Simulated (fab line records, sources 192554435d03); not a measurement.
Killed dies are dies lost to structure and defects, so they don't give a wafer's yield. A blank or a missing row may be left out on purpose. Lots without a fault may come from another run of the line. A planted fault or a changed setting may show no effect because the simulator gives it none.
Split-lot experiment | flow n5_finfet | 7 lots, 21 wafers read, on a route of 1938 steps

THE SPLIT
At N5_HKMG_FIN_DEVELOP_48 (develop time 30 s), the setting develop_time_s was moved away from the recipe's 30 s on 6 of the 21 wafers read, by -21.1% to +8.2%. The other wafers ran this setting at the recipe's value.

FROM THE SPLIT TO THE READING: what the file shows between them, 2 steps
- N5_HKMG_FIN_DESCUM_53: chemistry O2, time 7.9 s
- N5_HKMG_FIN_ETCH_54: etches SiARC in CF4, target depth 45.5 nm, time 75.8 s

THE READING
HKMG_FIN.cd_offset_nm (the simulator's own value, which no gauge read), in nm, at N5_HKMG_FIN_ETCH_55 (etches SOC in N2/H2, target depth 240 nm, time 300 s). The file gives no usual value for it. The 15 wafers here that ran the recipe average -0.3 nm, standard deviation 0.75 nm.

wafer  | tool, chamber at the split | develop_time_s as run, s | against the recipe | HKMG_FIN.cd_offset_nm, nm | against lot-mates on the recipe
L075.3 | litho_track-05, 0          | 30                       | recipe             | 0.2                       | -
L075.4 | litho_track-05, 0          | 30                       | recipe             | 0                         | -
L075.5 | litho_track-05, 0          | 25.29                    | -15.7%             | -1                        | -1.1
L076.2 | litho_track-03, 0          | 30                       | recipe             | -0.4                      | -
L076.3 | litho_track-03, 0          | 30                       | recipe             | 0.6                       | -
L076.6 | litho_track-03, 0          | 30                       | recipe             | 0.2                       | -
L085.2 | litho_track-05, 0          | 24.86                    | -17.1%             | -1                        | -1.2
L085.3 | litho_track-05, 0          | 30                       | recipe             | -0.2                      | -
L085.5 | litho_track-05, 0          | 30                       | recipe             | 0.6                       | -
L086.3 | litho_track-02, 0          | 30                       | recipe             | -1.4                      | -
L086.4 | litho_track-02, 0          | 30                       | recipe             | -1.4                      | -
L086.6 | litho_track-02, 0          | 32.46                    | +8.2%              | -0.8                      | +0.6
L087.1 | litho_track-05, 0          | 30                       | recipe             | -0.8                      | -
L087.4 | litho_track-05, 0          | 30                       | recipe             | -0.8                      | -
L087.2 | litho_track-05, 0          | 30                       | recipe             | 0                         | -
L090.2 | litho_track-03, 0          | 23.68                    | -21.1%             | -2.2                      | -3.0
L090.4 | litho_track-03, 0          | 23.68                    | -21.1%             | -1.6                      | -2.4
L090.5 | litho_track-03, 0          | 30                       | recipe             | 0.8                       | -
L096.1 | litho_track-02, 0          | 30                       | recipe             | -1.2                      | -
L096.2 | litho_track-02, 0          | 31.79                    | +6.0%              | 0                         | +1.3
L096.3 | litho_track-02, 0          | 30                       | recipe             | -1.4                      | -

THE FIT
A straight line over all 21 wafers: HKMG_FIN.cd_offset_nm changes by +0.0533 nm for each +1% of develop_time_s; r = +0.53; the points scatter about the line by 0.72 nm.
The same after taking each lot's own level away (the mean of its wafers on the recipe; 21 wafers): +0.109 nm for each +1%; r = +0.92; scatter 0.4 nm.
On that fit, the largest move of develop_time_s shifts the reading by 2.3 nm.
The lots' own levels span -1.40 to 0.80 nm, that is 2.9 times the standard deviation above.
So the lot-to-lot level blurs the effect unless lot-mates are compared.
Check: with one of the wafers moved furthest among these (-21.1%) left out of the fit, the line predicts -1.95 nm for it against its lot-mates. It came out at -3 nm against them.

THE WHOLE CHAIN: every reading that the file lists as answering this split, in the file's order
step                | what it does                                           | reading                                                                | change (the file's fit)                | r (the file's)
N5_HKMG_FIN_ETCH_54 | etches SiARC in CF4, target depth 45.5 nm, time 75.8 s | HKMG_FIN.cd_offset_nm (the simulator's own value, which no gauge read) | +0.0923 nm for each +1% of the setting | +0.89
N5_HKMG_FIN_ETCH_55 | etches SOC in N2/H2, target depth 240 nm, time 300 s   | HKMG_FIN.cd_offset_nm (the simulator's own value, which no gauge read) | +0.0988 nm for each +1% of the setting | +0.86

THE FILE'S OWN FIT
HKMG_FIN.cd_offset_nm changes by +0.0988 nm for each +1% of develop_time_s, r = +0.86.
